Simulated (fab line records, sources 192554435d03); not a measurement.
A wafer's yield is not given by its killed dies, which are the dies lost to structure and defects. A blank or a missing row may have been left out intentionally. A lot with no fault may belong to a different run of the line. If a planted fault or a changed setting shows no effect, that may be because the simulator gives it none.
Matching of chambers -- flow n5-finfet -- rie-diel-05 running N5_BEOL_M10_ETCH_62: 4 sister chambers
The step etches SOC in N2/H2, target depth 110 nm, overetch 22 nm, time 165 s. 14 wafers are shown with their chamber, then 7 later ones without.

== EACH WAFER AND ITS CHAMBER ==
wafer,chamber,showerhead-plenum-p-Torr (Torr),rf-vpp-V (V),throttle-valve-pct (%)
L074.3,3,2.68,526.9,17.62
L074.4,2,2.43,520.8,17.97
L074.5,1,2.66,527.8,18.19
L080.2,3,2.68,527.7,17.63
L080.5,1,2.66,527.9,18.17
L080.6,2,2.43,520.2,17.96
L081.2,3,2.68,526.9,17.65
L081.4,0,2.63,526.5,18.32
L081.5,1,2.66,527.6,18.19
L088.2,0,2.62,524.7,17.89
L088.4,3,2.67,526.5,17.67
L088.6,2,2.42,521.9,18.02
L091.1,3,2.67,526.5,17.69
L091.5,1,2.65,526.5,18.22

SIGNATURES (means of the wafers above)
reading,chamber 0,chamber 1,chamber 2,chamber 3,scatter within a chamber
showerhead-plenum-p-Torr,2.6250,2.6575,2.4267,2.6760,0.00558
rf-vpp-V,525.600,527.450,520.967,526.900,0.729
throttle-valve-pct,18.1050,18.1925,17.9833,17.6520,0.0995
Rule: for each reading, subtract the chamber's mean from the wafer's reading, divide by that reading's scatter and square the result; add these up over the readings and take the root, which gives the wafer's distance from the chamber. The wafer belongs to the nearest chamber; if the next one is less than 2 further off, it can't be placed. The scatter: the root of (the sum of the squares of (reading less its chamber's mean) over the shown wafers, divided by (wafers less chambers)).

== WAFERS WHOSE CHAMBER IS MISSING ==
wafer,showerhead-plenum-p-Torr (Torr),rf-vpp-V (V),throttle-valve-pct (%)
L091.6,2.62,528.2,17.90
L093.1,2.42,519.3,18.05
L093.2,2.65,525.4,18.24
L093.5,2.42,520.5,18.03
L097.3,2.66,527.0,17.71
L097.5,2.61,526.1,17.93
L097.6,2.66,527.7,17.71

== THE CHAMBER EACH PASSED THROUGH ==
wafer,from the rows above,in truth
L091.6,0,0
L093.1,2,2
L093.2,can't be placed: 1 or 0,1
L093.5,2,2
L097.3,can't be placed: 3 or 1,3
L097.5,0,0
L097.6,can't be placed: 3 or 1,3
Correct placement for 4 of the 7. Can't be placed from these rows: 3 (the true chamber is among the candidates in 3). Wrongly placed: 0.
